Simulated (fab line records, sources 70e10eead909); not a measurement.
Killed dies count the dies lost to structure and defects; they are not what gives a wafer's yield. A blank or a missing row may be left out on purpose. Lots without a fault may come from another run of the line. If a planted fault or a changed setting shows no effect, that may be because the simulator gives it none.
Which tool did it? | flow nand_harc | 6 lots, 18 wafers sampled, at 5 steps of a route of 1302

== WHAT EACH GAUGE READ, for each wafer ==
NHARC_END_SORT_01.
lot | measured | on | defect_limited_yield (%)

== WHICH TOOL RAN EACH LOT (tool, then ch and the chambers of the sampled wafers, then the start) ==
lot  | NHARC_A_M0_PVD_21                       | NHARC_A_M0_PRE_CLEAN_31         | NHARC_A_M1_DESCUM_14               | NHARC_A_M1_ETCH_15
L633 | pvd_sputter-02, day 23 13:23 or earlier | pecvd-01 ch 1,2, day 23 13:23   | rie_diel-03 ch 0,1,2, day 23 14:53 | rie_diel-03 ch 1,3, day 23 15:04
L641 | pvd_sputter-02, day 27 14:41 or earlier | pecvd-02 ch 0,1,2, day 27 14:41 | rie_diel-02 ch 0,2,3, day 27 16:03 | rie_diel-02 ch 0,2,3, day 27 16:15
L646 | pvd_sputter-02, day 28 21:56 or earlier | pecvd-01 ch 0,1,2, day 28 21:56 | rie_diel-10 ch 0,1,3, day 28 23:20 | rie_diel-10 ch 1,2,3, day 28 23:31
L647 | pvd_sputter-01, day 29 13:55 or earlier | pecvd-02 ch 0,1,2, day 29 13:55 | rie_diel-10 ch 1,2, day 29 15:16   | rie_diel-10 ch 0,2, day 29 15:27
L651 | pvd_sputter-01, day 31 19:08 or earlier | pecvd-01 ch 0,2, day 31 19:08   | rie_diel-10 ch 0,1,2, day 31 20:33 | rie_diel-10 ch 1,2, day 31 20:42
L650 | pvd_sputter-02, day 32 01:49 or earlier | pecvd-01 ch 1,2, day 32 01:49   | rie_diel-02 ch 1,2, day 32 03:20   | rie_diel-02 ch 0,3, day 32 03:30
- NHARC_A_M0_PVD_21: deposits Cu, target thk 30 nm, time 20.49 s.
- NHARC_A_M0_PRE_CLEAN_31: time 12 s.
- NHARC_A_M1_DESCUM_14: chemistry O2, time 3 s.
- NHARC_A_M1_ETCH_15: etches the open film in C4F8/Ar, target depth 182.5 nm, time 91.2 s.

== THE ANSWER, worked out from the rows above alone ==
Rule: the lots themselves supply what counts as usual. The widest of any qualifying gaps counts: lots, ordered by their means at a reading, are off when they make up no more than a third of the lots, leave a main group of 4 or more, and stand apart from it by 3 or more times the standard deviation of that group's means. The tables above print the reading to a certain number of digits; a main group whose means all agree to those digits is not used. A lot without any number at a reading at which 4 lots or more have one is off too. All remaining lots with rows at the step are treated as sound.
No lot is off on any of the readings shown, so nothing can be concluded from this.

== WHAT WAS PUT IN BY THE SIMULATOR ==
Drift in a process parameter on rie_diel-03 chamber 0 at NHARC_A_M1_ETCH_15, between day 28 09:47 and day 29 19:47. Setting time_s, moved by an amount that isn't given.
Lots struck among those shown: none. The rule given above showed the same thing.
